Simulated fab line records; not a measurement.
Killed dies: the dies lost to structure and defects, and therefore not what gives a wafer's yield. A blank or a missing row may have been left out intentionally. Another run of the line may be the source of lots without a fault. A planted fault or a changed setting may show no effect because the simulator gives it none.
3 desks looking at one fault	flow n5-finfet	what lay behind the numbers comes last; until then each desk has only its own

== DESK OF THE TOOL OWNER: hp-anneal-01 ==
The tool's own readings at N5_MOL_CONTACT_COAG_ANNEAL_112 (time 1800 s): means of the sampled wafers that have a number, for each lot that ran on this tool. Marked OUT: a lot whose mean sits more than 4 standard deviations from the usual mean, which makes it out of limits; the brackets give that distance. Readings shown: 7 out of 11 (the first out of limits, and those lying furthest out on some lot).
Columns: A = spike-tc-bottom-C at N5_MOL_CONTACT_COAG_ANNEAL_112, usual 423.8 C; B = spike-tc-centre-C at N5_MOL_CONTACT_COAG_ANNEAL_112, usual 400.0 C; C = spike-tc-lower-C at N5_MOL_CONTACT_COAG_ANNEAL_112, usual 399.4 C; D = spike-tc-top-C at N5_MOL_CONTACT_COAG_ANNEAL_112, usual 426.2 C; E = spike-tc-upper-C at N5_MOL_CONTACT_COAG_ANNEAL_112, usual 399.1 C; F = wafer_temp_C_max at N5_MOL_CONTACT_COAG_ANNEAL_112, usual 401.9; G = zone-power-upper-pct at N5_MOL_CONTACT_COAG_ANNEAL_112, usual 9.82 %
lot	first seen here	A	B	C	D	E	F	G
L950	day 5 15:19	424.5	400.8	400.1	426.2	398.8	401.9	9.83
L954	day 6 11:28	424.3	400.5	400.2	426.3	398.1	401.4	9.82
L957	day 7 11:35	412.1 (-11) OUT	387.0 (-14) OUT	388.3 (-12) OUT	414.9 (-11) OUT	388.4 (-11) OUT	391.0 (-25) OUT	9.37 (-4.8) OUT
L958	day 7 14:35	413.9 (-9.0) OUT	388.5 (-12) OUT	388.8 (-12) OUT	415.9 (-10) OUT	387.1 (-13) OUT	390.6 (-26) OUT	9.52
L959	day 7 17:35	412.0 (-11) OUT	389.2 (-11) OUT	387.8 (-13) OUT	414.7 (-12) OUT	388.6 (-11) OUT	390.8 (-25) OUT	9.50
L971	day 10 16:44	424.4	400.8	399.6	426.7	398.7	401.9	9.85
L972	day 11 04:49	424.0	399.9	399.2	426.2	399.3	402.2	9.84
This desk finds L957, L958, L959 out of limits, L957 being first, at day 7 11:35 (spike-tc-bottom-C at N5_MOL_CONTACT_COAG_ANNEAL_112). L950, L954, L971, L972: within limits.

== THE DEFECT DESK ==
For each lot, the counts of the inspections along the route, averaged over the sampled wafers that have a number. Marked OUT: a lot whose mean sits more than 4 standard deviations from the usual mean, which makes it out of limits; the brackets give that distance.
Columns: A = raw-defect-count at N5_MOL_CONTACT_COAG_INSPECT_97, usual 45
lot	first seen here	A
L950	day 5 18:21	48
L954	day 6 14:32	40
L957	day 7 14:39	60
L958	day 7 17:40	43
L959	day 7 20:38	23
L971	day 10 19:47	22
L972	day 11 07:52	35
This desk's finding: nothing out of limits on any of the 7 lots.

== METROLOGY DESK ==
Lot by lot, what the gauges showed, no matter which tool ran the lot: averages of those sampled wafers that carry a number. Marked OUT: a lot whose mean sits more than 4 standard deviations from the usual mean, which makes it out of limits; the brackets give that distance. It has 12 readings; the 7 that lie furthest out on some lot are the ones shown.
Columns: A = cd-nm at N5_MOL_CONTACT_COAG_CD_MEAS_101, usual 16.0 nm; B = VIA_MOL_THK at N5_MOL_CONTACT_COAG_THK_MEAS_53, usual 43.8 nm; C = DIBL_N at N5_BEOL_M4_RC_MEAS_101, usual 36.0 mV/V; D = IOFF_P at N5_BEOL_M4_RC_MEAS_101, usual 0.20 nA/um; E = ION_P at N5_BEOL_M4_RC_MEAS_101, usual 459 uA/um; F = SS_P at N5_BEOL_M4_RC_MEAS_101, usual 73.2 mV/dec; G = VT_P at N5_BEOL_M4_RC_MEAS_101, usual -252 mV
lot	first seen here	A	B	C	D	E	F	G
L950	day 5 14:33	15.8	44.2	36.3	0.19	460	72.6	-253
L954	day 6 09:26	16.0	44.3	36.3	0.24	463	73.4	-247
L957	day 7 10:49	16.3	43.6	35.8	0.17	454	73.3	-257
L958	day 7 11:08	15.9	43.4	35.1	0.20	455	74.2	-254
L959	day 7 14:00	16.0	43.7	35.2	0.16	447	74.0	-259
L971	day 10 15:49	15.6	44.6	34.3	0.20	460	72.9	-251
L972	day 11 04:02	16.2	43.9	35.4	0.18	457	73.1	-254
This desk's finding: nothing out of limits on any of the 7 lots.

== BROUGHT TOGETHER ==
At day 7 11:35, on L957, L958, L959, the tool owner's desk was in a position to raise an alarm.
Nothing out of limits was seen by the defect desk.
At the metrology desk, nothing out of limits was observed.
The defect desk has L957, L958, L959 on record, within its limits.
The metrology desk holds a record of L957, L958, L959, inside its limits.
Every lot named ran N5_MOL_CONTACT_COAG_ANNEAL_112 on hp-anneal-01.

== WHAT THE SIMULATOR HAD INSERTED ==
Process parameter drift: hp-anneal-01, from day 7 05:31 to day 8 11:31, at N5_MOL_CONTACT_COAG_ANNEAL_112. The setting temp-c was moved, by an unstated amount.
Shown lots that were struck: L957, L958, L959.
Hours from the fault's start to each desk's first reading out of limits: the tool owner's desk, 6.
